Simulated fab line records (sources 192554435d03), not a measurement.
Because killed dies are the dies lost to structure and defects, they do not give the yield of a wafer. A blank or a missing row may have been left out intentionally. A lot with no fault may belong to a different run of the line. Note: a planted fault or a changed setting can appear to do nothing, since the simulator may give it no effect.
Which tool did it? + flow n5_finfet + 24 lots with 72 wafers sampled at 4 steps, on a route of 1938 steps

## WHAT EACH GAUGE READ, for each wafer
N5_BEOL_M3_THK_MEAS_01. Usual: M3_ILD_THK gives 79.4 nm (standard deviation 1.1).
| lot  | measured     | on            | M3_ILD_THK (nm) | flag |
|------|--------------|---------------|-----------------|------|
| L074 | day 6 21:13  | film_metro-01 | 78.8 80.9 80.0  |      |
| L075 | day 7 17:26  | film_metro-01 | 79.9 79.4 81.1  |      |
| L076 | day 8 00:31  | film_metro-01 | 77.8 79.6 79.4  |      |
| L077 | day 8 06:05  | film_metro-02 | 77.6 79.7 78.6  |      |
| L078 | day 8 08:49  | film_metro-01 | 76.9 78.9 78.9  |      |
| L080 | day 8 18:02  | film_metro-02 | 78.9 79.1 79.3  |      |
| L079 | day 8 16:53  | film_metro-01 | 78.0 79.1 78.9  |      |
| L081 | day 9 06:37  | film_metro-01 | 79.6 80.4 79.5  |      |
| L082 | day 8 23:23  | film_metro-02 | 78.3 80.8 81.1  |      |
| L083 | day 9 11:32  | film_metro-02 | 78.0 78.8 79.1  |      |
| L084 | day 10 03:37 | film_metro-01 | 78.2 79.7 79.1  |      |
| L085 | day 10 09:10 | film_metro-02 | 78.2 79.1 80.4  |      |
| L086 | day 10 23:11 | film_metro-01 | 80.7 79.6 81.5  |      |
| L087 | day 10 19:13 | film_metro-02 | 78.7 77.3 82.9  |      |
| L089 | day 11 01:38 | film_metro-02 | 78.0 80.6 78.4  |      |
| L088 | day 11 04:29 | film_metro-02 | 79.5 80.1 81.2  |      |
| L090 | day 10 23:20 | film_metro-02 | 78.1 77.2 79.8  |      |
| L091 | day 11 13:21 | film_metro-01 | 79.2 79.8 81.0  |      |
| L092 | day 11 17:08 | film_metro-01 | 79.3 79.3 79.5  |      |
| L093 | day 11 17:14 | film_metro-02 | 78.6 78.6 79.9  |      |
| L096 | day 12 16:19 | film_metro-01 | 79.4 80.5 79.9  |      |
| L094 | day 12 16:34 | film_metro-01 | 79.6 80.9 80.8  |      |
| L095 | day 12 19:13 | film_metro-01 | 77.4 78.4 79.4  |      |
| L097 | day 13 00:49 | film_metro-02 | 77.6 77.5 79.8  |      |

## TOOL THAT RAN EACH LOT (tool first, then ch and the chambers of the sampled wafers, then the start)
| lot  | N5_BEOL_M2_DESCUM_33               | N5_BEOL_M2_PRE_CLEAN_45      | N5_BEOL_M2_SPUTTER_81        |
|------|------------------------------------|------------------------------|------------------------------|
| L074 | rie_diel-05 ch 1,2, day 6 14:06    | pvd_sputter-01, day 6 16:52  | pvd_sputter-02, day 6 17:50  |
| L075 | rie_diel-05 ch 0,3, day 7 03:56    | pvd_sputter-01, day 7 13:37  | pvd_sputter-03, day 7 14:47  |
| L076 | rie_diel-02 ch 0,1,3, day 7 11:14  | pvd_sputter-02, day 7 19:06  | pvd_sputter-01, day 7 22:00  |
| L077 | rie_diel-05 ch 1,3, day 7 18:14    | pvd_sputter-02, day 8 00:25  | pvd_sputter-02, day 8 03:19  |
| L078 | rie_diel-05 ch 0,2,3, day 7 18:40  | pvd_sputter-03, day 8 05:02  | pvd_sputter-01, day 8 06:18  |
| L080 | rie_diel-05 ch 0,3, day 8 01:57    | pvd_sputter-02, day 8 13:10  | pvd_sputter-03, day 8 15:32  |
| L079 | rie_diel-05 ch 1,2,3, day 8 09:32  | pvd_sputter-02, day 8 13:15  | pvd_sputter-02, day 8 14:23  |
| L081 | rie_diel-02 ch 2,3, day 8 14:10    | pvd_sputter-02, day 9 03:07  | pvd_sputter-02, day 9 04:07  |
| L082 | rie_diel-02 ch 1,2, day 8 14:28    | pvd_sputter-02, day 8 19:46  | pvd_sputter-02, day 8 20:51  |
| L083 | rie_diel-05 ch 0,1, day 9 04:10    | pvd_sputter-01, day 9 07:58  | pvd_sputter-02, day 9 09:01  |
| L084 | rie_diel-02 ch 1,3, day 9 19:32    | pvd_sputter-02, day 10 00:06 | pvd_sputter-03, day 10 01:07 |
| L085 | rie_diel-01 ch 1,2, day 9 21:26    | pvd_sputter-03, day 10 02:48 | pvd_sputter-02, day 10 05:31 |
| L086 | rie_diel-05 ch 0,1,2, day 9 21:48  | pvd_sputter-03, day 10 19:16 | pvd_sputter-03, day 10 20:41 |
| L087 | rie_diel-02 ch 0,1, day 10 00:20   | pvd_sputter-01, day 10 13:35 | pvd_sputter-03, day 10 16:26 |
| L089 | rie_diel-01 ch 2,3, day 10 08:07   | pvd_sputter-02, day 10 19:29 | pvd_sputter-01, day 10 22:47 |
| L088 | rie_diel-05 ch 1,2,3, day 10 08:36 | pvd_sputter-03, day 11 00:37 | pvd_sputter-02, day 11 01:57 |
| L090 | rie_diel-05 ch 1,2,3, day 10 14:41 | pvd_sputter-03, day 10 19:21 | pvd_sputter-02, day 10 20:50 |
| L091 | rie_diel-02 ch 0,1,2, day 11 04:17 | pvd_sputter-02, day 11 09:47 | pvd_sputter-03, day 11 10:51 |
| L092 | rie_diel-01 ch 0,1,3, day 11 10:46 | pvd_sputter-01, day 11 13:27 | pvd_sputter-01, day 11 14:38 |
| L093 | rie_diel-05 ch 1,2, day 11 12:12   | pvd_sputter-03, day 11 13:28 | pvd_sputter-03, day 11 14:44 |
| L096 | rie_diel-02 ch 0,1,2, day 12 04:21 | pvd_sputter-03, day 12 12:34 | pvd_sputter-03, day 12 13:49 |
| L094 | rie_diel-01 ch 0,2,3, day 12 05:59 | pvd_sputter-01, day 12 13:01 | pvd_sputter-01, day 12 14:03 |
| L095 | rie_diel-05 ch 2,3, day 12 06:00   | pvd_sputter-01, day 12 15:29 | pvd_sputter-01, day 12 16:40 |
| L097 | rie_diel-05 ch 1,2, day 12 17:26   | pvd_sputter-02, day 12 21:01 | pvd_sputter-03, day 12 22:03 |
- N5_BEOL_M2_DESCUM_33: chemistry O2, time 7 s.
- N5_BEOL_M2_PRE_CLEAN_45: time 30 s.
- N5_BEOL_M2_SPUTTER_81: material Cu, target thk 4.5 nm, time 8.29 s.

## AS READ BY THE TOOLS THEMSELVES (means over the sampled wafers that have a number; for cases with no such wafer, the mark the record gives instead)
N5_BEOL_M2_DESCUM_33. Usual: drypump_motor_current_A 5.7 A, standard deviation 0.48; oes_product_au 0.75 a.u., standard deviation 0.08; rf_vpp_V 243.2 V, standard deviation 1.3; showerhead_plenum_p_Torr 2.10 Torr, standard deviation 0.067; throttle_valve_pct 20.55 %, standard deviation 0.28.
| lot  | tool        | drypump_motor_current_A (A) | oes_product_au (a.u.) | rf_vpp_V (V) | showerhead_plenum_p_Torr (Torr) | throttle_valve_pct (%) | flag |
|------|-------------|-----------------------------|-----------------------|--------------|---------------------------------|------------------------|------|
| L074 | rie_diel-05 | 5.1                         | 0.71                  | 244.5        | 2.15                            | 20.77                  |      |
| L075 | rie_diel-05 | 5.9                         | 0.71                  | 243.1        | 2.11                            | 20.37                  |      |
| L076 | rie_diel-02 | 5.7                         | 0.81                  | 242.2        | 2.05                            | 20.55                  |      |
| L077 | rie_diel-05 | 5.3                         | 0.70                  | 243.7        | 2.16                            | 20.54                  |      |
| L078 | rie_diel-05 | 6.0                         | 0.72                  | 242.9        | 2.08                            | 20.41                  |      |
| L080 | rie_diel-05 | 6.2                         | 0.73                  | 243.2        | 2.06                            | 20.44                  |      |
| L079 | rie_diel-05 | 5.4                         | 0.69                  | 243.7        | 2.13                            | 20.58                  |      |
| L081 | rie_diel-02 | 5.8                         | 0.84                  | 242.6        | 2.10                            | 20.49                  |      |
| L082 | rie_diel-02 | 5.8                         | 0.78                  | 244.2        | 2.08                            | 20.45                  |      |
| L083 | rie_diel-05 | 5.8                         | 0.72                  | 242.2        | 2.06                            | 20.67                  |      |
| L084 | rie_diel-02 | 5.8                         | 0.79                  | 242.5        | 2.02                            | 20.40                  |      |
| L085 | rie_diel-01 | 6.2                         | 0.86                  | 243.8        | 2.17                            | 20.34                  |      |
| L086 | rie_diel-05 | 5.6                         | 0.70                  | 242.6        | 2.08                            | 20.64                  |      |
| L087 | rie_diel-02 | 5.7                         | 0.74                  | 243.1        | 2.03                            | 20.52                  |      |
| L089 | rie_diel-01 | 5.7                         | 0.73                  | 243.8        | 2.15                            | 20.90                  |      |
| L088 | rie_diel-05 | 5.4                         | 0.68                  | 243.4        | 2.13                            | 20.60                  |      |
| L090 | rie_diel-05 | 5.4                         | 0.68                  | 243.4        | 2.13                            | 20.61                  |      |
| L091 | rie_diel-02 | 5.6                         | 0.75                  | 242.6        | 2.06                            | 20.59                  |      |
| L092 | rie_diel-01 | 6.2                         | 0.85                  | 244.1        | 2.16                            | 20.37                  |      |
| L093 | rie_diel-05 | 5.1                         | 0.68                  | 244.9        | 2.13                            | 20.83                  |      |
| L096 | rie_diel-02 | 5.6                         | 0.74                  | 242.5        | 2.06                            | 20.60                  |      |
| L094 | rie_diel-01 | 5.9                         | 0.79                  | 244.9        | 2.16                            | 20.75                  |      |
| L095 | rie_diel-05 | 5.7                         | 0.87                  | 243.6        | 2.11                            | 20.14                  |      |
| L097 | rie_diel-05 | 5.5                         | 0.68                  | 242.4        | 2.09                            | 20.66                  |      |

N5_BEOL_M2_PRE_CLEAN_45. Usual: 336 W for heater_power_w, sd 23.
| lot  | tool           | heater_power_w (W) | flag |
|------|----------------|--------------------|------|
| L074 | pvd_sputter-01 | 334                |      |
| L075 | pvd_sputter-01 | 333                |      |
| L076 | pvd_sputter-02 | 344                |      |
| L077 | pvd_sputter-02 | 329                |      |
| L078 | pvd_sputter-03 | 334                |      |
| L080 | pvd_sputter-02 | 325                |      |
| L079 | pvd_sputter-02 | 337                |      |
| L081 | pvd_sputter-02 | 339                |      |
| L082 | pvd_sputter-02 | 326                |      |
| L083 | pvd_sputter-01 | 357                |      |
| L084 | pvd_sputter-02 | 319                |      |
| L085 | pvd_sputter-03 | 325                |      |
| L086 | pvd_sputter-03 | 325                |      |
| L087 | pvd_sputter-01 | 355                |      |
| L089 | pvd_sputter-02 | 333                |      |
| L088 | pvd_sputter-03 | 345                |      |
| L090 | pvd_sputter-03 | 336                |      |
| L091 | pvd_sputter-02 | 331                |      |
| L092 | pvd_sputter-01 | 343                |      |
| L093 | pvd_sputter-03 | 328                |      |
| L096 | pvd_sputter-03 | 348                |      |
| L094 | pvd_sputter-01 | 344                |      |
| L095 | pvd_sputter-01 | 348                |      |
| L097 | pvd_sputter-02 | 316                |      |

N5_BEOL_M2_SPUTTER_81. Usual: 29.8 % for throttle_valve_pct, sd 0.87.
| lot  | tool           | throttle_valve_pct (%) | flag |
|------|----------------|------------------------|------|
| L074 | pvd_sputter-02 | 30.4                   |      |
| L075 | pvd_sputter-03 | 29.9                   |      |
| L076 | pvd_sputter-01 | 29.5                   |      |
| L077 | pvd_sputter-02 | 30.3                   |      |
| L078 | pvd_sputter-01 | 29.5                   |      |
| L080 | pvd_sputter-03 | 28.7                   |      |
| L079 | pvd_sputter-02 | 30.1                   |      |
| L081 | pvd_sputter-02 | 30.1                   |      |
| L082 | pvd_sputter-02 | 29.8                   |      |
| L083 | pvd_sputter-02 | 29.6                   |      |
| L084 | pvd_sputter-03 | 29.5                   |      |
| L085 | pvd_sputter-02 | 30.0                   |      |
| L086 | pvd_sputter-03 | 29.4                   |      |
| L087 | pvd_sputter-03 | 28.9                   |      |
| L089 | pvd_sputter-01 | 29.5                   |      |
| L088 | pvd_sputter-02 | 30.1                   |      |
| L090 | pvd_sputter-02 | 30.1                   |      |
| L091 | pvd_sputter-03 | 29.3                   |      |
| L092 | pvd_sputter-01 | 29.0                   |      |
| L093 | pvd_sputter-03 | 29.5                   |      |
| L096 | pvd_sputter-03 | 29.3                   |      |
| L094 | pvd_sputter-01 | 29.5                   |      |
| L095 | pvd_sputter-01 | 28.5                   |      |
| L097 | pvd_sputter-03 | 30.8                   |      |

## THE ANSWER, worked out from the rows above alone
Rule: a lot is off if the mean of its wafers that have a number lies more than 3 standard deviations from the usual mean. A lot without any number at a reading at which 4 lots or more have one is off too. Any other lot the step has rows for is counted as sound. First the gauges in route order, then the tools' own readings, where a lot's mean is used as printed above. At the first step where some lot is off, the reading lying furthest off is the one used; lots without a number count as furthest.
Nothing can be told from this: no lot is off at any reading shown.

## WHAT THE SIMULATOR PUT IN
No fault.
